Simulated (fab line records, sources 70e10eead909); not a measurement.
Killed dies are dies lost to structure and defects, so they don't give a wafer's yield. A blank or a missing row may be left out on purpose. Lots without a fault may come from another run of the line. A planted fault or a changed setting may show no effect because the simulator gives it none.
fab line records | flow nand_harc
record lots=12 wafers=36 last_day=33
route steps=1302 shown A_DECK1_JOINT@539 A_ONON_D2@566 A_CHANNEL_HOLE_D2@583 END@1302
lots that met no fault: from a run of the same line without faults
start_h: hours from the record's first day to the start of the lot's first wafer shown | wait_h: hours since the lot's step before | " the same as in the row above | L1.1+2: a row that stands for several wafers | - no value, or no start given | * or withheld: withheld | < > ~ a bound
route shown NAME@n: a module of which the file shows steps, and the number in the route of the first | usual: mean/standard deviation of fault-free wafers | same: alike in all rows | chamber/n: place in a boat | sites: the reading at each site | _std_site: their standard deviation | _edge_site: outer sites' mean less inner sites' | radius_mm: how far each site lies from the wafer's centre | mask NAME#n: copy n | behind: the tool/chamber that last shaped the wafer | hold: why the lot was held/for how many hours/how that ended | device: the transistor (n, p or np) that didn't switch | end of line: the same wafers' tests at the end of the route | a step without rows: its recipe alone | killed: dies lost to structure and defects at the first sort, not the wafer's yield | map: a wafer's dies, x killed, . not, _ none there
set.NAME: the setting as run; set.NAME@STEP: as run at that earlier step | model.NAME: the simulator's own value behind a step, which no gauge read
steps of the route over a sample of lots; a table a step, a row a wafer
services: from which hour (start_h, from the record's first day; less than 0 if before it) a tool's chamber was out of use, for how many hours, and why
## steps
# step NHARC_A_DECK1_JOINT_CMP_02
# recipe material=SiOx
# usual motor_current_A=11.5/1.2 slurry_flow_ml_min=150.0/0.47
# columns lot.wafer tool chamber start_h wait_h motor_current_A slurry_flow_ml_min
L954.3 cmp-02 1 276.84 0.6 13.8 149.5
L954.5 " 2 " " 12.0 150.4
L954.6 " 3 " " 11.3 150.0
L955.3 cmp-02 0 276.91 0.6 12.8 150.2
L955.2 " 2 " " 12.3 150.4
L955.6 " 1 " " 13.0 150.7
L959.4 cmp-01 3 339.67 0.4 10.6 150.0
L959.3 " 2 " " 11.0 149.9
L959.6 " 3 " " 10.8 150.0
L962.4 cmp-01 3 358.91 0.4 10.5 149.2
L962.3 " 0 " " 9.6 149.5
L962.2 " 2 " " 10.7 150.1
L963.3 cmp-02 3 365.52 0.4 11.5 150.9
L963.1 " 0 " " 11.9 150.4
L963.2 " 1 " " 13.4 150.0
L966.2 cmp-01 1 394.85 0.4 9.9 149.9
L966.3 " 3 " " 10.5 149.5
L966.5 " 1 " " 9.5 150.3
L969.2 cmp-02 2 422.53 0.4 12.5 149.4
L969.5 " 1 " " 13.6 150.4
L969.6 " 2 " " 12.2 150.3
L971.1 cmp-02 2 440.64 0.4 11.7 150.6
L971.5 " 0 " " 12.7 149.5
L971.6 " 1 " " 13.3 150.1
L972.3 cmp-02 0 458.35 0.4 12.4 149.8
L972.2 " 2 " " 11.6 150.3
L972.4 " 3 " " 11.3 150.3
L975.2 cmp-02 0 486.97 0.4 12.4 149.1
L975.1 " 1 " " 13.9 150.9
L975.4 " 3 " " 11.4 149.9
L976.1 cmp-03 0 487.00 0.4 12.8 149.4
L976.2 " 1 " " 12.9 150.6
L976.6 " 3 " " 11.4 151.0
L977.2 cmp-02 1 497.26 0.4 13.0 148.9
L977.1 " 3 " " 11.0 149.6
L977.5 " 2 " " 12.3 149.9
# step NHARC_A_ONON_D2_DEP_33
# recipe target_thk_a=2000 temp_c=400 pressure_torr=6.5 rf_w=900 teos_flow_sccm=161.4 flow_sccm=2650 target_thk_nm=200 gas=O2 material=SiO2
# usual heater_power_w=551/110 rf_fwd_power_W=898.1/3 throttle_valve_pct=15.9/0.54
# columns lot.wafer tool chamber start_h wait_h heater_power_w rf_fwd_power_W throttle_valve_pct
L955.3 pecvd-02 1 291.33 0.1 606 897.3 16.7
L955.2 " 2 " " 661 903.1 15.3
L955.6 " 2 " " 703 899.4 15.4
L954.3 pecvd-04 1 291.38 0.1 515 894.5 15.6
L954.5 " 1 " " 511 900.6 15.3
L954.6 " 2 " " 608 896.7 16.2
L959.3 pecvd-02 0 353.36 0.1 353 899.3 16.1
L959.4 " 2 " " 634 899.0 15.6
L959.6 " 0 " " 362 893.7 16.5
L962.2 pecvd-01 0 372.51 0.1 487 896.6 16.4
L962.3 " 2 " " 592 896.9 14.6
L962.4 " 0 " " 516 896.9 16.4
L963.2 pecvd-02 1 379.22 0.5 554 897.6 16.6
L963.3 " 2 " " 705 901.2 15.5
L963.1 " 0 " " 383 889.7 16.4
L966.3 pecvd-04 1 408.76 0.1 434 895.8 15.6
L966.2 " 0 " " 553 898.5 15.7
L966.5 " 2 " " 504 896.7 16.4
L969.2 pecvd-01 1 435.77 0.1 595 895.7 15.1
L969.5 " 1 " " 623 893.8 15.1
L969.6 " 2 " " 659 898.5 15.1
L971.1 pecvd-01 1 453.55 0.1 610 1004.4 15.3
L971.5 " 1 " " 605 998.6 15.4
L971.6 " 2 " " 576 1006.6 15.2
L972.3 pecvd-01 2 473.61 0.1 624 1005.0 14.8
L972.2 " 0 " " 494 1007.5 16.3
L972.4 " 1 " " 622 1007.1 15.2
L975.2 pecvd-02 1 503.50 0.1 623 896.4 16.4
L975.1 " 0 " " 344 904.8 16.4
L975.4 " 1 " " 634 897.0 16.1
L976.1 pecvd-02 1 503.77 0.1 610 898.8 16.3
L976.2 " 0 " " 401 893.4 16.1
L976.6 " 2 " " 733 900.0 15.5
L977.2 pecvd-02 2 511.14 0.1 694 898.6 15.7
L977.1 " 1 " " 577 894.0 16.3
L977.5 " 2 " " 725 901.3 15.7
# step NHARC_A_ONON_D2_THK_MEAS_34
# recipe thk_meas_gauge=ellipsometry
# usual thk_nm=199.5/2.6
# columns lot.wafer tool chamber start_h wait_h thk_nm
L954.3 film_metro-02 - 291.74 - 199.0
L954.5 " - " " 201.4
L954.6 " - " " 200.9
L955.2 film_metro-01 - 291.75 - 194.8
L955.3 " - " " 195.1
L955.6 " - " " 198.1
L959.3 film_metro-01 - 353.73 - 197.1
L959.4 " - " " 199.6
L959.6 " - " " 199.7
L962.2 film_metro-02 - 372.93 - 197.9
L962.3 " - " " 198.3
L962.4 " - " " 201.1
L963.1 film_metro-01 - 379.63 - 201.7
L963.2 " - " " 201.6
L963.3 " - " " 202.8
L966.2 film_metro-01 - 409.18 - 199.8
L966.3 " - " " 198.1
L966.5 " - " " 199.9
L969.2 film_metro-01 - 436.18 - 198.4
L969.5 " - " " 202.1
L969.6 " - " " 199.3
L971.1 film_metro-02 - 453.97 - 205.5
L971.5 " - " " 211.4
L971.6 " - " " 206.8
L972.2 film_metro-01 - 473.98 - 202.1
L972.3 " - " " 206.4
L972.4 " - " " 209.4
L975.1 film_metro-02 - 503.91 - 196.9
L975.2 " - " " 196.6
L975.4 " - " " 202.8
L976.1 film_metro-02 - 504.19 - 198.8
L976.2 " - " " 195.5
L976.6 " - " " 201.2
L977.1 film_metro-01 - 511.55 - 200.8
L977.2 " - " " 196.9
L977.5 " - " " 200.5
# step NHARC_A_CHANNEL_HOLE_D2_OVL_MEAS_11
# usual overlay_x_nm=0.1/0.77 overlay_y_nm=0.0/1.2
# columns lot.wafer tool chamber start_h wait_h overlay_x_nm overlay_y_nm
L954.3 overlay-01 - 297.23 - 0.3 0.0
L954.5 " - " " 0.3 -0.1
L954.6 " - " " 0.5 -0.3
L955.2 overlay-01 - 297.57 - 0.5 -2.1
L955.3 " - " " -0.1 -2.0
L955.6 " - " " 0.4 -1.8
L959.3 overlay-02 - 356.48 - -0.9 1.0
L959.4 " - " " -0.7 0.7
L959.6 " - " " -1.4 0.9
L962.2 overlay-01 - 379.35 - 1.0 -2.3
L962.3 " - " " 0.5 -1.9
L962.4 " - " " 1.0 -2.1
L963.1 overlay-02 - 390.76 - 1.4 -0.7
L963.2 " - " " 0.9 -0.3
L963.3 " - " " 1.1 -0.8
L966.2 overlay-02 - 411.93 - -0.9 0.7
L966.3 " - " " -0.3 0.4
L966.5 " - " " -1.0 0.0
L969.2 overlay-01 - 439.06 - 0.1 1.8
L969.5 " - " " 0.1 1.7
L969.6 " - " " 0.1 1.8
L971.1 overlay-02 - 462.16 - -0.4 2.6
L971.5 " - " " -0.1 2.8
L971.6 " - " " 0.1 2.8
L972.2 overlay-02 - 478.04 - -0.1 0.9
L972.3 " - " " -0.4 0.8
L972.4 " - " " -0.1 0.4
L975.1 overlay-01 - 510.43 - 0.8 0.3
L975.2 " - " " 0.9 -0.1
L975.4 " - " " 0.6 0.7
L976.1 overlay-02 - 510.59 - 0.6 0.3
L976.2 " - " " 1.1 0.3
L976.6 " - " " 1.4 0.1
L977.1 overlay-01 - 515.62 - 1.2 -1.3
L977.2 " - " " 1.3 -1.5
L977.5 " - " " 1.1 -1.7
# step NHARC_A_CHANNEL_HOLE_D2_ETCH_39
# recipe target_depth_a=2600 over_etch_frac=0.3 time_s=325 ion_energy_ev=200 n2_flow_sccm=150 h2_flow_sccm=150 ar_flow_sccm=0 rf_w=400 bias_w=150 chemistry=N2/H2
# usual drypump_motor_current_A=5.6/0.49 h2_flow_sccm=150.0/0.44 oes_product_au=0.995/0.0094 rf_vpp_V=429.6/2.6 showerhead_plenum_p_Torr=2.01/0.087 throttle_valve_pct=14.172/0.009
# columns lot.wafer tool chamber start_h wait_h drypump_motor_current_A h2_flow_sccm oes_product_au rf_hours_counter_h rf_vpp_V showerhead_plenum_p_Torr throttle_valve_pct
L954.3 rie_diel-03 2 - - 5.9 150.3 0.994 0.4 425.4 1.89 14.168
L954.5 " 2 " " 5.9 150.1 0.991 - 425.6 1.89 14.165
L954.6 " 3 " " 6.0 149.9 1.004 - 430.0 1.97 14.171
L955.2 rie_diel-11 2 - - 6.1 150.0 1.010 2.3 432.2 2.09 14.158
L955.3 " 3 " " 5.8 149.2 0.983 2.7 428.3 1.97 14.178
L955.6 " 1 " " 5.3 149.7 0.988 - 427.8 1.94 14.171
L959.4 rie_diel-12 2 - - 4.7 150.1 0.993 3.5 432.8 2.12 14.191
L959.3 " 3 " " 6.1 149.5 0.999 4.3 430.0 2.00 14.171
L959.6 " 1 " " 6.2 150.0 0.996 - 428.1 1.95 14.182
L962.3 rie_diel-03 3 - - 6.0 149.4 1.010 4.9 428.3 1.97 14.171
L962.2 " 0 " " 5.5 150.4 0.997 4.9 430.5 2.02 14.170
L962.4 " 2 " " 5.9 149.9 0.985 4.4 426.5 1.89 14.177
L963.3 rie_diel-12 2 - - 4.7 149.1 0.989 6.6 433.6 2.12 14.168
L963.1 " 3 " " 6.1 150.3 1.003 7.1 430.2 2.00 14.160
L963.2 " 0 " " 5.6 149.0 0.992 7.1 432.5 2.18 14.172
L966.2 rie_diel-11 1 - - 5.3 150.0 1.019 7.0 428.2 1.94 14.192
L966.3 " 0 " " 4.7 150.4 0.986 6.4 430.9 2.10 14.178
L966.5 " 1 " " 5.3 149.8 1.008 - 427.6 1.94 14.179
L969.2 rie_diel-03 3 - - 6.0 150.4 1.009 7.4 428.8 1.97 14.167
L969.5 " 2 " " 5.9 149.8 1.000 - 426.0 1.89 14.173
L969.6 " 3 " " 6.1 150.0 1.009 - 427.8 1.97 14.167
L971.1 rie_diel-12 2 - - 4.7 149.9 0.994 0.4 432.7 2.11 14.165
L971.5 " 3 " " 6.1 150.3 0.997 - 429.2 2.00 14.172
L971.6 " 0 " " 5.6 149.3 0.994 - 433.4 2.18 14.170
L972.2 rie_diel-03 3 - - 6.0 150.0 1.006 0.3 426.4 1.97 14.187
L972.3 " 0 " " 5.6 149.8 0.985 0.4 429.5 2.02 14.185
L972.4 " 2 " " 5.9 150.1 0.998 - 425.9 1.89 14.170
L975.1 rie_diel-12 3 - - 6.1 149.7 1.000 3.8 428.9 2.00 14.188
L975.4 " 0 " " 5.7 148.8 0.978 4.2 433.1 2.18 14.190
L975.2 " 1 " " 6.2 149.5 1.015 5.0 426.9 1.95 14.179
L976.2 rie_diel-03 3 - - 6.0 149.5 0.985 1.8 427.9 1.97 14.178
L976.1 " 0 " " 5.5 149.8 0.978 1.7 431.2 2.02 14.183
L976.6 " 1 " " 5.3 150.0 0.978 - 426.9 1.91 14.183
L977.1 rie_diel-11 3 - - 5.8 149.7 0.997 3.9 428.3 1.97 14.163
L977.2 " 0 " " 4.7 150.5 1.003 4.8 432.6 2.10 14.160
L977.5 " 2 " " 6.1 149.3 0.990 - 430.8 2.09 14.184
# step NHARC_END_SORT_01
# recipe temp_c=25
# usual killed_at_array=46/16 killed_at_other=0.9/1.3 killed_at_periphery=4.1/3 killed_dies=51/17 killed_open=3.5/1.8 killed_short=2.5/1.8
# same gross_dies=677
# columns lot.wafer tool chamber start_h wait_h killed_at_array killed_at_other killed_at_periphery killed_dies killed_open killed_short
L966.3 prober-01 0 691.47 3.1 33 2 4 39 5 1
L966.5 prober-01 0 693.07 3.7 35 0 8 43 1 0
# killed by level:class
L966.3 A_CHANNEL_HOLE_D2:chamber_film_flake=16 A_CHANNEL_HOLE_D1:chamber_film_flake=6 A_WL_FILL:chamber_film_flake=2 A_M1:chamber_film_flake=2 P_M0:geometric_particle:open=1 P_M1:geometric_particle:open=1 A_CHANNEL_FILL_D1:geometric_particle:short=1 A_SGD_CUT:geometric_particle:open=1
L966.5 A_CHANNEL_HOLE_D2:chamber_film_flake=17 A_CHANNEL_HOLE_D1:chamber_film_flake=9 P_M1:chamber_film_flake=7 A_WL_FILL:chamber_film_flake=5 A_M1:chamber_film_flake=3 A_M0:geometric_particle:open=1 P_ZERO_WELL:chamber_film_flake=1
## services
# columns tool chamber start_h hours kind
pecvd-02 1 254.12 22.1 repair
rie_diel-11 - 255.57 9.0 pm
pecvd-01 1 263.91 3.4 repair
rie_diel-12 - 268.52 9.0 pm
rie_diel-11 0 270.32 8.9 repair
pecvd-01 - 271.90 1.0 repair
cmp-01 - 272.92 5.2 repair
pecvd-01 - 276.31 2.0 repair
rie_diel-03 - 281.30 9.0 pm
cmp-01 - 286.12 4.0 pm
cmp-02 - 287.16 1.3 repair
pecvd-01 - 311.18 13.0 pm
pecvd-02 - 316.58 1.1 repair
rie_diel-11 0 316.61 6.7 repair
cmp-01 - 330.59 1.3 repair
cmp-02 - 330.63 4.0 pm
pecvd-01 - 344.86 1.8 repair
pecvd-02 - 408.14 13.0 pm
cmp-02 - 428.63 4.0 pm
rie_diel-12 - 445.52 9.0 pm
rie_diel-03 - 458.30 9.0 pm
pecvd-02 1 461.45 2.0 repair
rie_diel-03 1 474.44 7.4 repair
pecvd-01 - 492.18 13.0 pm
## key
first_sign step=NHARC_A_ONON_D2_DEP_33 reading=rf_fwd_power_W direction=up sigmas=36 usual=* struck=*
effect step=NHARC_A_ONON_D2_THK_MEAS_34 reading=thk_nm direction=up sigmas=2.8 usual=199.5 struck=206.9
met_at NHARC_A_ONON_D2_DEP_33
struck_lots L971,L972
tester_left_out L971,L972
not_acting_at NHARC_A_DECK1_JOINT_CMP_02,NHARC_A_CHANNEL_HOLE_D2_OVL_MEAS_11,NHARC_A_CHANNEL_HOLE_D2_ETCH_39
onset_between 435.77 453.55
fault kind=process_parameter_drift tool=pecvd-01 chamber=- onset_h=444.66 steps=NHARC_A_ONON_D2_DEP_33 channel=rf_w offset=* shape=step end_h=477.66 acts_in=* stated=*
# tester_left_out: of these lots the tester's yield and bins aren't shown, on N5 and GAA mostly nor the transistor test; their killed dies are dies lost to structure and defects alone, not to doping, threshold or leakage, so they don't give the yield
